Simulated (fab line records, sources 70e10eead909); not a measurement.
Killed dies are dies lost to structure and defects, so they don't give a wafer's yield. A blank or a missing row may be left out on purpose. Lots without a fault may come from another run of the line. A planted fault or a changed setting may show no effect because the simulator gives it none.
Chamber matching | flow nand_harc | NHARC_A_ZERO_WELL_DESCUM_12 on rie_diel-13: 4 sister chambers
The step chemistry O2, time 3 s. 7 wafers are shown with their chamber, then 10 later ones without.

WAFERS WITH THEIR CHAMBER
wafer  | chamber | drypump_motor_current_A (A) | oes_product_au (a.u.)
L879.6 | 2       | 6.1                         | 1.010
L886.1 | 0       | 5.7                         | 1.015
L888.1 | 0       | 5.8                         | 1.009
L888.2 | 3       | 5.2                         | 0.981
L888.3 | 1       | 6.3                         | 1.003
L892.1 | 3       | 5.2                         | 0.987
L892.5 | 1       | 6.3                         | 0.999

WAFERS WITHOUT THEIR CHAMBER
wafer  | drypump_motor_current_A (A) | oes_product_au (a.u.)
L892.6 | 6.2                         | 1.008
L896.2 | 6.2                         | 0.996
L896.4 | 5.2                         | 1.006
L896.5 | 6.2                         | 1.010
L897.1 | 6.3                         | 1.013
L897.2 | 6.2                         | 0.993
L897.4 | 5.8                         | 1.009
L898.1 | 5.2                         | 1.009
L898.2 | 6.3                         | 1.011
L898.3 | 6.1                         | 0.996

WHICH CHAMBER EACH WENT THROUGH
wafer  | from the rows above     | in truth
L892.6 | can't be placed: 2 or 1 | 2
L896.2 | can't be placed: 1 or 2 | 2
L896.4 | 3                       | 3
L896.5 | can't be placed: 2 or 1 | 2
L897.1 | can't be placed: 1 or 2 | 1
L897.2 | can't be placed: 1 or 2 | 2
L897.4 | 0                       | 0
L898.1 | 3                       | 3
L898.2 | 1                       | 1
L898.3 | can't be placed: 2 or 1 | 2
Placed correctly: 4 of 10. Can't be placed from these rows: 6 (the true chamber is among the candidates in 6). Placed wrongly: 0.
How it was worked out, from the rows above alone: a wafer's distance from a chamber is the root of the sum, over the readings, of the square of ((its reading less the chamber's mean) divided by the reading's scatter). The wafer belongs to the nearest chamber; if the next one is less than 2 further off, it can't be placed. A chamber's mean is the mean of its shown wafers. The scatter: the root of (the sum of the squares of (reading less its chamber's mean) over the shown wafers, divided by (wafers less chambers)).
